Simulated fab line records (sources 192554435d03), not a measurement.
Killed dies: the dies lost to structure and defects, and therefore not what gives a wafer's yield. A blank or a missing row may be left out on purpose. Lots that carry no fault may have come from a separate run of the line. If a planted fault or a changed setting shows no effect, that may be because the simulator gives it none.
Which tool was responsible?	flow n5 finfet	24 lots with 72 wafers sampled at 6 steps, on a route of 1938 steps

WHAT THE GAUGES SHOWED, per wafer
N5_MOL_CONTACT_COAG_THK_MEAS_29. Usual: for MD_CAP_THK the level is 17.92 nm and the standard deviation is 0.097.
lot	measured	on	MD_CAP_THK (nm)	flag
L074	day 5 06:03	film metro-01	17.86 17.83 17.72	
L075	day 5 09:24	film metro-01	17.94 17.95 17.93	
L077	day 5 17:41	film metro-02	17.83 17.76 17.89	
L078	day 6 04:49	film metro-01	18.03 18.05 18.00	
L079	day 6 09:28	film metro-02	18.00 17.88 17.85	
L080	day 6 13:34	film metro-01	17.85 18.00 18.04	
L081	day 6 20:53	film metro-01	17.78 17.79 17.79	
L082	day 7 03:01	film metro-01	17.92 17.97 17.97	
L083	day 7 06:39	film metro-02	18.07 18.07 18.00	
L084	day 7 14:42	film metro-01	17.87 17.86 17.96	
L085	day 7 19:43	film metro-01	17.98 18.04 18.02	
L086	day 8 00:10	film metro-02	17.99 17.97 17.79	
L087	day 8 04:45	film metro-02	17.90 17.94 17.84	
L088	day 8 10:16	film metro-02	17.87 17.88 17.82	
L089	day 8 16:35	film metro-02	18.09 17.85 17.98	
L090	day 9 01:37	film metro-02	17.83 17.99 18.02	
L091	day 9 07:21	film metro-01	17.91 17.92 17.80	
L092	day 9 12:08	film metro-02	17.86 18.10 17.93	
L093	day 9 23:37	film metro-01	17.87 17.86 17.86	
L076	day 10 01:47	film metro-01	17.88 17.73 17.86	
L094	day 10 07:05	film metro-01	17.94 18.07 17.95	
L095	day 10 13:26	film metro-02	17.95 17.97 17.82	
L097	day 10 19:26	film metro-02	18.01 17.91 18.02	
L096	day 10 22:32	film metro-02	18.03 18.05 18.02	

N5_MOL_CONTACT_COAG_INSPECT_57: inspects for defects (brightfield). Usual: raw defect count at 205, with a standard deviation of 55.
lot	measured	on	raw defect count	flag
L074	day 5 07:01	defect inspect-02	254 171 154	
L075	day 5 10:30	defect inspect-01	287 283 264	
L077	day 5 18:46	defect inspect-01	210 307 221	
L078	day 6 06:18	defect inspect-01	252 170 211	
L079	day 6 10:34	defect inspect-02	248 198 243	
L080	day 6 14:39	defect inspect-01	176 298 232	
L081	day 6 22:03	defect inspect-02	176 260 273	
L082	day 7 04:37	defect inspect-01	166 128 245	
L083	day 7 07:44	defect inspect-02	239 208 218	
L084	day 7 15:40	defect inspect-01	119 174 189	
L085	day 7 22:43	defect inspect-02	142 162 175	
L086	day 8 01:08	defect inspect-01	325 270 216	
L087	day 8 05:50	defect inspect-02	181 230 193	
L088	day 8 11:22	defect inspect-02	187 199 225	
L089	day 8 17:33	defect inspect-01	164 131 97	
L090	day 9 02:43	defect inspect-01	434 263 142	
L091	day 9 08:26	defect inspect-02	118 184 157	
L092	day 9 13:26	defect inspect-01	114 132 150	
L093	day 10 00:36	defect inspect-01	284 216 248	
L076	day 10 02:55	defect inspect-01	167 208 162	
L094	day 10 08:04	defect inspect-02	246 209 274	
L095	day 10 14:40	defect inspect-02	229 146 103	
L097	day 10 20:31	defect inspect-02	236 217 292	
L096	day 10 23:39	defect inspect-01	203 183 205	

WHAT TOOL EACH LOT RAN ON (gives the tool, then ch and the chambers of the sampled wafers, and finally the start)
lot	N5_GATE_CUT_CMP_23	N5_MOL_CONTACT_COAG_PRE_CLEAN_141	N5_MOL_CONTACT_COAG_ALD_27	N5_MOL_CONTACT_COAG_ALD_123
L074	cmp-03 ch 2,3, day 4 17:14	pvd sputter-01, day 4 21:44	ald sin-02 ch 1,2, day 5 04:11	ald sin-03 ch 2,3, day 5 06:05
L075	cmp-03 ch 1,2, day 4 22:26	pvd sputter-03, day 5 04:23	ald sin-03 ch 1,2,3, day 5 07:32	ald sin-03 ch 1,3, day 5 09:26
L077	cmp-03 ch 1,2,3, day 5 07:38	pvd sputter-01, day 5 12:04	ald sin-03 ch 0,2,3, day 5 15:49	ald sin-04 ch 1,2,3, day 5 17:43
L078	cmp-02 ch 0,1,3, day 5 14:17	pvd sputter-02, day 5 20:29	ald sin-02 ch 0,2,3, day 6 02:57	ald sin-04 ch 0,2,3, day 6 05:22
L079	cmp-02 ch 1,2,3, day 5 18:46	pvd sputter-02, day 6 01:41	ald sin-03 ch 1,2, day 6 07:36	ald sin-03 ch 0,2, day 6 09:30
L080	cmp-02 ch 0,2,3, day 6 01:55	pvd sputter-03, day 6 07:45	ald sin-04 ch 1,2,3, day 6 11:41	ald sin-03 ch 0,2,3, day 6 13:35
L081	cmp-03 ch 0,2, day 6 08:37	pvd sputter-02, day 6 14:25	ald sin-02 ch 1,2,3, day 6 19:01	ald sin-02 ch 0,2,3, day 6 21:07
L082	cmp-03 ch 0,2,3, day 6 17:15	pvd sputter-03, day 6 21:55	ald sin-03 ch 0,1, day 7 01:10	ald sin-04 ch 1,2, day 7 03:37
L083	cmp-04 ch 0,3, day 6 21:49	pvd sputter-01, day 7 01:30	ald sin-04 ch 0,3, day 7 04:47	ald sin-02 ch 2,3, day 7 06:41
L084	cmp-04 ch 0,2,3, day 7 04:32	pvd sputter-01, day 7 09:06	ald sin-02 ch 0,1,2, day 7 12:50	ald sin-03 ch 2,3, day 7 14:44
L085	cmp-03 ch 0,1, day 7 08:15	pvd sputter-03, day 7 12:29	ald sin-02 ch 0,2,3, day 7 17:51	ald sin-02 ch 1,2,3, day 7 21:40
L086	cmp-03 ch 0,1,3, day 7 13:43	pvd sputter-01, day 7 17:38	ald sin-02 ch 0,2,3, day 7 22:19	ald sin-02 ch 0,1,2, day 8 00:13
L087	cmp-04 ch 2,3, day 7 18:19	pvd sputter-03, day 7 21:49	ald sin-04 ch 0,1,2, day 8 02:53	ald sin-03 ch 1,3, day 8 04:47
L088	cmp-04 ch 2,3, day 8 00:49	pvd sputter-01, day 8 03:55	ald sin-03 ch 0,3, day 8 08:24	ald sin-04 ch 1,2,3, day 8 10:18
L089	cmp-03 ch 1,2,3, day 8 06:41	pvd sputter-03, day 8 11:23	ald sin-04 ch 0,3, day 8 14:43	ald sin-04 ch 0,1,3, day 8 16:37
L090	cmp-04 ch 2,3, day 8 15:41	pvd sputter-01, day 8 20:10	ald sin-04 ch 1,2, day 8 23:45	ald sin-03 ch 0,1,2, day 9 01:39
L091	cmp-04 ch 0,1,3, day 8 21:19	pvd sputter-01, day 9 01:13	ald sin-03 ch 0,2,3, day 9 05:29	ald sin-04 ch 0,1,3, day 9 07:23
L092	cmp-02 ch 0,1,3, day 9 01:38	pvd sputter-03, day 9 05:43	ald sin-03 ch 0,1,2, day 9 10:16	ald sin-03 ch 0,1, day 9 12:30
L093	cmp-04 ch 0,1,3, day 9 13:18	pvd sputter-01, day 9 18:14	ald sin-02 ch 0,1,3, day 9 21:45	ald sin-03 ch 0,3, day 9 23:39
L076	cmp-03 ch 0,3, day 9 13:29	pvd sputter-01, day 9 18:41	ald sin-02 ch 0,1,2, day 9 23:55	ald sin-04 ch 1,2,3, day 10 01:49
L094	cmp-02 ch 0,1, day 9 20:16	pvd sputter-03, day 10 00:16	ald sin-04 ch 0,2,3, day 10 05:13	ald sin-03 ch 0,3, day 10 07:07
L095	cmp-04 ch 0,2, day 10 03:56	pvd sputter-01, day 10 07:55	ald sin-02 ch 0,1, day 10 11:35	ald sin-04 ch 0,2, day 10 13:36
L097	cmp-04 ch 0,1,3, day 10 09:14	pvd sputter-03, day 10 14:13	ald sin-04 ch 1,2,3, day 10 17:34	ald sin-04 ch 1,2, day 10 19:28
L096	cmp-04 ch 0,2,3, day 10 10:16	pvd sputter-03, day 10 15:43	ald sin-03 ch 0,1,3, day 10 20:41	ald sin-03 ch 1,2,3, day 10 22:35
- N5_GATE_CUT_CMP_23: polishes, stops on SiO2, t overpolish 23.4 s, target thk 16 nm.
- N5_MOL_CONTACT_COAG_PRE_CLEAN_141: time 60 s.
- N5_MOL_CONTACT_COAG_ALD_27: deposits SiOC, target thk 17 nm, pulse time 1.5 s, time 2720 s.
- N5_MOL_CONTACT_COAG_ALD_123: deposits SiNx, target thk 5 nm, pulse time 1 s, purge time 2 s.

AS READ BY THE TOOLS THEMSELVES (means over the sampled wafers that have a number; for cases with no such wafer, the mark the record gives instead)
N5_GATE_CUT_CMP_23. Usual: edge zone pressure frac 1.001, standard deviation 0.0053; motor current A 9.4 A, standard deviation 1.4; overpolish run s 23.400 s, standard deviation 0.0086; time to endpoint s 20.2 s, standard deviation 2.2.
lot	tool	edge zone pressure frac	motor current A (A)	overpolish run s (s)	time to endpoint s (s)	flag
L074	cmp-03	1.003	8.4	23.402	21.1	
L075	cmp-03	0.999	8.1	23.394	23.9	
L077	cmp-03	1.005	7.9	23.391	21.6	
L078	cmp-02	0.994	10.1	23.405	21.6	
L079	cmp-02	0.996	10.5	23.397	19.2	
L080	cmp-02	1.005	9.2	23.398	20.3	
L081	cmp-03	1.009	8.9	23.408	20.5	
L082	cmp-03	1.004	8.8	23.391	21.7	
L083	cmp-04	1.000	11.1	23.395	20.9	
L084	cmp-04	1.005	10.2	23.401	18.6	
L085	cmp-03	1.006	9.0	23.404	17.7	
L086	cmp-03	1.002	8.5	23.395	18.3	
L087	cmp-04	0.995	10.4	23.400	20.9	
L088	cmp-04	0.999	10.6	23.401	19.9	
L089	cmp-03	0.997	8.1	23.399	21.4	
L090	cmp-04	0.996	10.3	23.403	18.9	
L091	cmp-04	1.002	10.2	23.407	20.9	
L092	cmp-02	1.001	9.7	23.396	19.9	
L093	cmp-04	0.999	9.9	23.403	20.5	
L076	cmp-03	1.001	8.5	23.402	17.8	
L094	cmp-02	1.010	9.0	23.402	19.8	
L095	cmp-04	0.999	9.2	23.404	20.6	
L097	cmp-04	0.995	10.1	23.404	22.8	
L096	cmp-04	0.998	10.0	23.403	23.0	

N5_MOL_CONTACT_COAG_PRE_CLEAN_141. Usual: heater power w at 447 W, with a standard deviation of 39.
lot	tool	heater power w (W)	flag
L074	pvd sputter-01	462	
L075	pvd sputter-03	451	
L077	pvd sputter-01	441	
L078	pvd sputter-02	445	
L079	pvd sputter-02	444	
L080	pvd sputter-03	444	
L081	pvd sputter-02	453	
L082	pvd sputter-03	444	
L083	pvd sputter-01	443	
L084	pvd sputter-01	430	
L085	pvd sputter-03	468	
L086	pvd sputter-01	432	
L087	pvd sputter-03	464	
L088	pvd sputter-01	463	
L089	pvd sputter-03	426	
L090	pvd sputter-01	463	
L091	pvd sputter-01	461	
L092	pvd sputter-03	444	
L093	pvd sputter-01	446	
L076	pvd sputter-01	444	
L094	pvd sputter-03	453	
L095	pvd sputter-01	457	
L097	pvd sputter-03	453	
L096	pvd sputter-03	439	

N5_MOL_CONTACT_COAG_ALD_27. Usual: heater power outer w 529 W, standard deviation 52; heater power w 855 W, standard deviation 77; precursor pulse height rel 0.999, standard deviation 0.02.
lot	tool	heater power outer w (W)	heater power w (W)	precursor pulse height rel	flag
L074	ald sin-02	551	908	1.005	
L075	ald sin-03	514	813	1.007	
L077	ald sin-03	519	829	1.006	
L078	ald sin-02	523	841	1.003	
L079	ald sin-03	477	766	0.992	
L080	ald sin-04	520	857	0.985	
L081	ald sin-02	533	890	0.996	
L082	ald sin-03	526	832	0.980	
L083	ald sin-04	578	921	0.988	
L084	ald sin-02	548	889	0.995	
L085	ald sin-02	540	849	0.986	
L086	ald sin-02	532	850	0.991	
L087	ald sin-04	526	906	0.989	
L088	ald sin-03	542	868	1.004	
L089	ald sin-04	577	929	0.992	
L090	ald sin-04	505	857	1.002	
L091	ald sin-03	498	820	1.000	
L092	ald sin-03	482	783	0.993	
L093	ald sin-02	496	810	1.008	
L076	ald sin-02	557	881	0.991	
L094	ald sin-04	565	897	1.011	
L095	ald sin-02	516	808	1.010	
L097	ald sin-04	527	875	0.995	
L096	ald sin-03	520	828	0.987	

N5_MOL_CONTACT_COAG_ALD_123. Usual: heater power outer w 524 W, standard deviation 48; heater power w 851 W, standard deviation 64; precursor pulse height rel 0.997, standard deviation 0.019.
lot	tool	heater power outer w (W)	heater power w (W)	precursor pulse height rel	flag
L074	ald sin-03	520	857	1.008	
L075	ald sin-03	544	851	0.988	
L077	ald sin-04	520	872	0.981	
L078	ald sin-04	546	876	1.003	
L079	ald sin-03	498	823	0.997	
L080	ald sin-03	508	830	0.986	
L081	ald sin-02	532	842	1.007	
L082	ald sin-04	500	857	1.007	
L083	ald sin-02	515	834	0.987	
L084	ald sin-03	495	805	0.995	
L085	ald sin-02	540	880	0.996	
L086	ald sin-02	553	882	1.004	
L087	ald sin-03	543	845	0.975	
L088	ald sin-04	522	882	0.995	
L089	ald sin-04	554	896	0.980	
L090	ald sin-03	483	790	0.997	
L091	ald sin-04	553	907	1.007	
L092	ald sin-03	515	815	0.992	
L093	ald sin-03	542	863	1.006	
L076	ald sin-04	525	883	0.995	
L094	ald sin-03	540	861	1.006	
L095	ald sin-04	559	911	0.993	
L097	ald sin-04	499	844	0.997	
L096	ald sin-03	498	811	0.993	

THE ANSWER, worked out from the rows above alone
Rule: a lot counts as off when the mean over its wafers that have a number is more than 3 standard deviations away from the usual mean. Also off: a lot with no number at a reading for which 4 or more lots have one. All remaining lots with rows at the step are treated as sound. First the gauges in route order, then the tools' own readings, where a lot's mean is used as printed above. The first step at which some lot is off is used, and at that step the reading that is off furthest; a lot without a number counts as furthest.
None of the lots is off at any reading shown; this tells nothing.

WHAT WAS PUT IN BY THE SIMULATOR
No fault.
